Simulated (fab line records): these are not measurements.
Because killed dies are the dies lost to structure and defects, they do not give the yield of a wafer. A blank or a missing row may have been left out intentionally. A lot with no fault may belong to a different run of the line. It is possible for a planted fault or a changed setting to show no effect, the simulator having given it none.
fab line records	flow nandHarc
record lots=13	wafers=38	lastDay=34
route steps=1302 shown A_ONON_D2@548 END@1302
lots untouched by any fault: they come from a run of this same line in which no faults occurred
startH: the number of hours between the record's first day and the start of the first shown wafer of the lot	waitH: hours elapsed since this lot's preceding step	" the same as in the row above	L1.1+2: several wafers, shown together as one row	- no value, or no start given	* or withheld: withheld	< > ~ a bound
route shown NAME@n: NAME is a module with steps in the file, n the number in the route of the first one	usual: mean/standard deviation of fault-free wafers	same: alike in all rows	chamber/n: place in a boat	sites: per-site readings	_std_site: the standard deviation of these	_edge_site: inner sites' mean taken away from outer sites' mean	radiusMm: for every site, how far away it sits from the centre of the wafer	mask NAME#n: copy n	behind: the most recent tool/chamber to have shaped the wafer	hold: reason for holding the lot/hours on hold/outcome of the hold	device: which transistor (n, p or np) failed to switch	end of line: tests of these same wafers at the route's end	for a step that has no rows: nothing shown but its recipe	killed: not the wafer's yield, but the dies lost to structure and defects at the first sort	map: a wafer's dies, x killed, . not, _ none there
set.NAME: the setting that was run; set.NAME@STEP: the one run at that earlier step	model.NAME: the simulator's own value behind a step, which no gauge read
the route's steps for a sample of lots (tables are steps, rows are wafers)
services: when a tool's chamber went out of use (startH, in hours from the record's first day, below 0 if earlier), for how many hours, and the reason
## steps
# step NHARC_A_ONON_D2_THK_MEAS_05
# recipe thkMeasGauge=ellipsometry
# usual thkNm=1001/12
lot.wafer	tool	chamber	startH	waitH	thkNm
L865.1	filmMetro-02	-	280.59	-	987
L865.3	"	-	"	"	986
L865.4	"	-	"	"	986
L864.1	filmMetro-01	-	280.66	-	982
L864.3	"	-	"	"	982
L864.5	"	-	"	"	983
L866.1	filmMetro-02	-	298.53	-	992
L866.4	"	-	"	"	992
L866.6	"	-	"	"	993
L868.3	filmMetro-02	-	310.92	-	1003
L868.4	"	-	"	"	1005
L868.6	"	-	"	"	1004
L874.2	filmMetro-01	-	372.91	-	1016
L874.5	"	-	"	"	1015
L881.1	filmMetro-02	-	435.67	-	1028
L881.4	"	-	"	"	1028
L881.6	"	-	"	"	1028
L880.2	filmMetro-01	-	435.67	-	1008
L880.3	"	-	"	"	1009
L880.6	"	-	"	"	1007
L882.3	filmMetro-02	-	451.41	-	1001
L882.4	"	-	"	"	1000
L882.5	"	-	"	"	999
L883.2	filmMetro-01	-	457.83	-	1006
L883.3	"	-	"	"	1005
L883.4	"	-	"	"	1005
L884.4	filmMetro-02	-	477.31	-	1001
L884.5	"	-	"	"	1002
L884.6	"	-	"	"	1002
L886.1	filmMetro-02	-	491.08	-	991
L886.4	"	-	"	"	991
L886.5	"	-	"	"	991
L885.2	filmMetro-01	-	491.25	-	982
L885.4	"	-	"	"	980
L885.5	"	-	"	"	982
L887.1	filmMetro-01	-	514.41	-	1025
L887.3	"	-	"	"	1023
L887.5	"	-	"	"	1022
# step NHARC_A_ONON_D2_THK_MEAS_08
# recipe thkMeasGauge=ellipsometry
# usual thkNm=1002/9.6
lot.wafer	tool	chamber	startH	waitH	thkNm
L865.1	filmMetro-01	-	281.16	-	981
L865.3	"	-	"	"	982
L865.4	"	-	"	"	983
L864.1	filmMetro-02	-	281.23	-	1006
L864.3	"	-	"	"	1006
L864.5	"	-	"	"	1007
L866.1	filmMetro-01	-	299.10	-	1014
L866.4	"	-	"	"	1015
L866.6	"	-	"	"	1013
L868.3	filmMetro-01	-	311.48	-	998
L868.4	"	-	"	"	997
L868.6	"	-	"	"	999
L874.2	filmMetro-01	-	373.48	-	1001
L874.5	"	-	"	"	1001
L881.1	filmMetro-01	-	436.23	-	1002
L881.4	"	-	"	"	1001
L881.6	"	-	"	"	1000
L880.2	filmMetro-02	-	436.24	-	1008
L880.3	"	-	"	"	1010
L880.6	"	-	"	"	1008
L882.3	filmMetro-01	-	451.97	-	993
L882.4	"	-	"	"	993
L882.5	"	-	"	"	995
L883.2	filmMetro-01	-	458.40	-	1020
L883.3	"	-	"	"	1020
L883.4	"	-	"	"	1021
L884.4	filmMetro-01	-	477.87	-	995
L884.5	"	-	"	"	996
L884.6	"	-	"	"	994
L886.1	filmMetro-02	-	491.65	-	1003
L886.4	"	-	"	"	1006
L886.5	"	-	"	"	1004
L885.2	filmMetro-01	-	491.82	-	1014
L885.4	"	-	"	"	1016
L885.5	"	-	"	"	1014
L887.1	filmMetro-01	-	514.98	-	988
L887.3	"	-	"	"	990
L887.5	"	-	"	"	990
# step NHARC_A_ONON_D2_DEP_16
# recipe targetThkA=10000	n2FlowSccm=2750	n2oFlowSccm=2000	nh3FlowSccm=500	sih4FlowSccm=210	tempC=400
# usual sih4FlowSccm=210.0/0.61
lot.wafer	tool	chamber	startH	waitH	sih4FlowSccm
L865.1	pecvdOnon-01	0	289.18	0.4	209.3
L865.3	"	0	"	"	209.2
L865.4	"	0	"	"	209.2
L864.1	pecvdOnon-02	0	289.18	0.4	210.6
L864.3	"	0	"	"	209.4
L864.5	"	0	"	"	210.1
L866.1	pecvdOnon-04	0	311.11	0.4	209.2
L866.4	"	0	"	"	209.8
L866.6	"	0	"	"	210.4
L868.3	pecvdOnon-02	0	320.35	0.5	210.5
L868.4	"	0	"	"	209.9
L868.6	"	0	"	"	210.7
L874.2	pecvdOnon-01	0	383.38	0.4	210.2
L874.5	"	0	"	"	209.6
L881.1	pecvdOnon-01	0	446.89	0.4	210.0
L881.4	"	0	"	"	210.0
L881.6	"	0	"	"	209.5
L880.2	pecvdOnon-02	0	446.95	0.4	210.5
L880.3	"	0	"	"	210.0
L880.6	"	0	"	"	211.1
L882.3	pecvdOnon-04	0	460.51	0.5	211.1
L882.4	"	0	"	"	210.6
L882.5	"	0	"	"	210.4
L883.2	pecvdOnon-01	0	466.45	0.4	210.1
L883.3	"	0	"	"	209.3
L883.4	"	0	"	"	210.5
L884.4	pecvdOnon-02	0	486.41	0.5	209.9
L884.5	"	0	"	"	209.6
L884.6	"	0	"	"	209.5
L885.2	pecvdOnon-01	0	500.02	0.4	209.9
L885.4	"	0	"	"	210.1
L885.5	"	0	"	"	209.7
L886.1	pecvdOnon-02	0	500.22	0.6	209.6
L886.4	"	0	"	"	209.5
L886.5	"	0	"	"	209.8
L887.1	pecvdOnon-01	0	524.26	0.4	209.8
L887.3	"	0	"	"	210.5
L887.5	"	0	"	"	210.2
# step NHARC_A_ONON_D2_THK_MEAS_18
# recipe thkMeasGauge=ellipsometry
# usual thkNm=1001/12
lot.wafer	tool	chamber	startH	waitH	thkNm
L864.1	filmMetro-02	-	289.69	-	1004
L864.3	"	-	"	"	1002
L864.5	"	-	"	"	1002
L865.1	filmMetro-01	-	289.69	-	1021
L865.3	"	-	"	"	1018
L865.4	"	-	"	"	1020
L866.1	filmMetro-01	-	311.61	-	992
L866.4	"	-	"	"	992
L866.6	"	-	"	"	992
L868.3	filmMetro-02	-	320.75	-	987
L868.4	"	-	"	"	988
L868.6	"	-	"	"	987
L874.2	filmMetro-01	-	383.83	-	776
L874.5	"	-	"	"	1010
L881.1	filmMetro-01	-	447.39	-	993
L881.4	"	-	"	"	994
L881.6	"	-	"	"	994
L880.2	filmMetro-02	-	447.40	-	999
L880.3	"	-	"	"	999
L880.6	"	-	"	"	1000
L882.3	filmMetro-01	-	460.91	-	992
L882.4	"	-	"	"	994
L882.5	"	-	"	"	993
L883.2	filmMetro-02	-	466.91	-	989
L883.3	"	-	"	"	988
L883.4	"	-	"	"	989
L884.4	filmMetro-02	-	486.75	-	1000
L884.5	"	-	"	"	1000
L884.6	"	-	"	"	997
L885.2	filmMetro-01	-	500.47	-	1010
L885.4	"	-	"	"	1010
L885.5	"	-	"	"	1009
L886.1	filmMetro-01	-	500.73	-	1000
L886.4	"	-	"	"	1000
L886.5	"	-	"	"	1000
L887.1	filmMetro-01	-	524.77	-	1019
L887.3	"	-	"	"	1017
L887.5	"	-	"	"	1019
# step NHARC_END_SORT_01
# recipe tempC=25
# usual killedAtArray=56/19	killedAtOther=1.0/1.3	killedAtPeriphery=3.8/2.2	killedDies=61/19	killedOpen=3.1/1.9	killedShort=2.3/1.5
# same grossDies=677
lot.wafer	tool	chamber	startH	waitH	killedAtArray	killedAtOther	killedAtPeriphery	killedDies	killedOpen	killedShort
L874.2	prober-01	0	649.16	2.8	670	2	5	677	3	2
L874.5	prober-01	0	651.56	3.7	65	1	2	68	1	1
# killed by level:class
L874.2 A_ONON_D2:areaDep=612 A_SLIT:chamberFilmFlake=25 A_CHANNEL_HOLE_D2:chamberFilmFlake=8 A_CHANNEL_HOLE_D1:chamberFilmFlake=6 A_CONTACT:chamberFilmFlake=5 A_STAIRCASE:chamberFilmFlake=4 A_BLC:chamberFilmFlake=3 A_ONON_D1:geometricParticle:open=2
L874.5 A_SLIT:chamberFilmFlake=27 A_CHANNEL_HOLE_D2:chamberFilmFlake=12 A_BLC:chamberFilmFlake=8 A_STAIRCASE:chamberFilmFlake=7 A_CONTACT:chamberFilmFlake=6 A_CHANNEL_HOLE_D1:chamberFilmFlake=4 P_GATE:geometricParticle:short=1 A_ONON_D1:geometricParticle:open=1
## services
tool	chamber	startH	hours	kind
pecvdOnon-01	-	269.08	13.0	pm
pecvdOnon-04	-	311.46	13.0	pm
pecvdOnon-02	-	366.09	13.0	pm
pecvdOnon-04	-	421.60	2.2	repair
pecvdOnon-01	-	450.08	13.0	pm
pecvdOnon-04	-	464.98	2.6	repair
pecvdOnon-04	-	492.46	13.0	pm
## key
firstSign step=NHARC_A_ONON_D2_THK_MEAS_18	reading=thkNm	direction=down	sigmas=19	usual=1001	struck=776
effect step=NHARC_END_SORT_01	reading=killedAtArray	direction=up	sigmas=33	usual=56	struck=670
moreKillsBornAt NHARC_A_ONON_D2_DEP_16@pecvdOnon-01=612
metAt NHARC_A_ONON_D2_DEP_16
struckLots L874
struckWafers L874.2
laterRowsLeftOut L874.2
testerLeftOut L874
notActingAt NHARC_A_ONON_D2_THK_MEAS_05,NHARC_A_ONON_D2_THK_MEAS_08
onsetBetween 289.18 383.38
fault kind=processParameterDrift	tool=pecvdOnon-01	chamber=-	onsetH=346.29	steps=NHARC_A_ONON_D2_DEP_16	channel=targetThkA	offset=*	shape=step	endH=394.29	scope=struckWafersOnly	actsIn=*	stated=*
# testerLeftOut: of these lots the tester's yield and bins aren't shown, on N5 and GAA mostly nor the transistor test; their killed dies are dies lost to structure and defects alone, not to doping, threshold or leakage, so they don't give the yield
# laterRowsLeftOut: the simulator's readings of these wafers behind a module that went badly wrong aren't trusted and aren't shown, but for the sort
